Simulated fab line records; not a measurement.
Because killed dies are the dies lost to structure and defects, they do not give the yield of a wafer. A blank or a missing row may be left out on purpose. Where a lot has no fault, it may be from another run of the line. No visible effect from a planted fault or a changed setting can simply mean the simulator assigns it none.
One fault through the eyes of 2 desks || flow n5_finfet || every desk sees just its own numbers, and what lay behind them comes last

AT THE TOOL OWNER'S DESK: rie_diel-02
The tool's own readings at N5_BEOL_M8_VIA_ETCH_34 (etches SiCOH lowk in C4F6/O2, target depth 125.5 nm, time 50.5 s): means of the sampled wafers that have a number, for each lot that ran on this tool. A lot is out of limits, marked OUT, if its mean lies more than 4 standard deviations from the usual mean; the brackets give that distance.
Columns: A = drypump_motor_current_A at N5_BEOL_M8_VIA_ETCH_34, usual 5.8 A; B = oes_product_au at N5_BEOL_M8_VIA_ETCH_34, usual 0.82 a.u.; C = rf_vpp_V at N5_BEOL_M8_VIA_ETCH_34, usual 674 V; D = showerhead_plenum_p_Torr at N5_BEOL_M8_VIA_ETCH_34, usual 2.88 Torr; E = throttle_valve_pct at N5_BEOL_M8_VIA_ETCH_34, usual 20.80 %
{"lot": "L323", "first seen here": "day 10 03:08", "A": 5.5, "B": 0.76, "C": 663, "D": 2.93, "E": 21.07}
{"lot": "L332", "first seen here": "day 11 17:38", "A": 5.9, "B": 0.75, "C": 676, "D": 2.88, "E": 20.55}
{"lot": "L342", "first seen here": "day 15 04:12", "A": 5.8, "B": 0.86, "C": 674, "D": 2.89, "E": 20.73}
{"lot": "L345", "first seen here": "day 15 05:28", "A": 5.9, "B": 0.85, "C": 678, "D": 2.88, "E": 20.78}
{"lot": "L344", "first seen here": "day 15 10:42", "A": 5.7, "B": 0.80, "C": 672, "D": 2.88, "E": 20.55}
Result from this desk: across the 5 lots, nothing is out of limits.

FROM THE METROLOGY DESK
Means of the sampled wafers that have a number, per lot and without regard to the tool the lot ran on: this is what the gauges read. A lot is out of limits, marked OUT, if its mean lies more than 4 standard deviations from the usual mean; the brackets give that distance. Readings shown: 7 of its 11, picked as those furthest out on some lot.
Columns: A = DIBL_N at N5_BEOL_M4_RC_MEAS_101, usual 36.9 mV/V; B = DIBL_P at N5_BEOL_M4_RC_MEAS_101, usual 37.3 mV/V; C = IOFF_P at N5_BEOL_M4_RC_MEAS_101, usual 0.22 nA/um; D = ION_P at N5_BEOL_M4_RC_MEAS_101, usual 463 uA/um; E = SS_N at N5_BEOL_M4_RC_MEAS_101, usual 71.6 mV/dec; F = VT_P at N5_BEOL_M4_RC_MEAS_101, usual -250 mV; G = cd_nm at N5_BEOL_M8_CD_MEAS_35, usual 40.2 nm
{"lot": "L323", "first seen here": "day 8 13:19", "A": 36.4, "B": 38.7, "C": 0.20, "D": 459, "E": 71.6, "F": -255, "G": 40.1}
{"lot": "L332", "first seen here": "day 10 09:36", "A": 37.6, "B": 38.2, "C": 0.28, "D": 477, "E": 71.5, "F": -244, "G": 40.7}
{"lot": "L336", "first seen here": "day 11 14:55", "A": 37.7, "B": 37.1, "C": 0.24, "D": 469, "E": 71.7, "F": -249, "G": 40.5}
{"lot": "L337", "first seen here": "day 11 21:56", "A": 35.6, "B": 36.6, "C": 0.19, "D": 461, "E": 71.5, "F": -254, "G": 40.4}
{"lot": "L341", "first seen here": "day 13 03:25", "A": 38.3, "B": 37.8, "C": 0.23, "D": 469, "E": 71.6, "F": -250, "G": 40.4}
{"lot": "L342", "first seen here": "day 13 16:40", "A": 34.8, "B": 34.7, "C": 0.18, "D": 456, "E": 70.7, "F": -255, "G": 39.2}
{"lot": "L344", "first seen here": "day 13 19:45", "A": 38.5, "B": 38.9, "C": 0.23, "D": 457, "E": 72.1, "F": -253, "G": 40.6}
{"lot": "L343", "first seen here": "day 13 20:19", "A": 36.5, "B": 38.0, "C": 0.22, "D": 465, "E": 71.6, "F": -250, "G": 39.7}
{"lot": "L345", "first seen here": "day 13 23:04", "A": 37.1, "B": 36.8, "C": 0.20, "D": 456, "E": 71.1, "F": -251, "G": 40.2}
Result from this desk: across the 9 lots, nothing is out of limits.

PUT TOGETHER
The tool owner's desk saw nothing out of limits.
At the metrology desk, nothing out of limits was observed.

WHAT HAD BEEN PUT IN BY THE SIMULATOR
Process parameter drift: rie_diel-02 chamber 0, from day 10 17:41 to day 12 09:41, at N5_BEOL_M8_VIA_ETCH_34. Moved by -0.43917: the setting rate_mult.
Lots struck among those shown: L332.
